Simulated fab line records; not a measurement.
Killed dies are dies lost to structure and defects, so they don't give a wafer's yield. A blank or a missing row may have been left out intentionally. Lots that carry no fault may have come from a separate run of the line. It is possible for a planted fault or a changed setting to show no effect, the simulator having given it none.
Chamber matching    flow n5-finfet    N5_GATE_CUT_CMP_02 on cmp-02: 4 sister chambers
The step polishes, stops on SiO2, t overpolish 12.7 s, target thk 0 nm. 8 wafers are shown with their chamber, then 10 later ones without.

== EACH WAFER AND ITS CHAMBER ==
wafer   chamber  motor-current-A (A)  time-to-endpoint-s (s)
L079.6  2        10.5                 20
L080.2  1        10.2                 27
L083.6  3        7.6                  20
L086.3  0        9.0                  26
L086.4  3        7.9                  23
L086.5  2        10.3                 25
L087.2  0        9.7                  25
L087.3  1        9.9                  26

== WAFERS WHOSE CHAMBER IS MISSING ==
wafer   motor-current-A (A)  time-to-endpoint-s (s)
L087.5  9.9                  24
L089.1  7.4                  21
L089.2  10.6                 27
L089.3  10.1                 22
L091.1  10.3                 26
L091.2  9.3                  25
L091.4  7.3                  23
L095.2  9.7                  28
L095.3  7.5                  23
L095.6  7.8                  22

== THE CHAMBER EACH PASSED THROUGH ==
wafer   from the rows above           in truth
L087.5  can't be placed: 1 or 2 or 0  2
L089.1  3                             3
L089.2  can't be placed: 1 or 2       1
L089.3  can't be placed: 2 or 1 or 0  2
L091.1  can't be placed: 1 or 2       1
L091.2  0                             0
L091.4  3                             3
L095.2  can't be placed: 1 or 0       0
L095.3  3                             3
L095.6  3                             3
Correct placement for 5 of the 10. These rows do not allow placing 5 (true chamber among the candidates in 5). 0 placed wrongly.
How it was worked out, from the rows above alone: a wafer's distance from a chamber is the root of the sum, over the readings, of the square of ((its reading less the chamber's mean) divided by the reading's scatter). If the next closest chamber is less than 2 further off than the closest, the wafer can't be placed; otherwise it belongs to the closest. Each chamber's mean is taken over the wafers shown for it. The scatter: take each reading less its chamber's mean, square it, sum over the shown wafers, divide by the number of wafers less the number of chambers, and take the root.
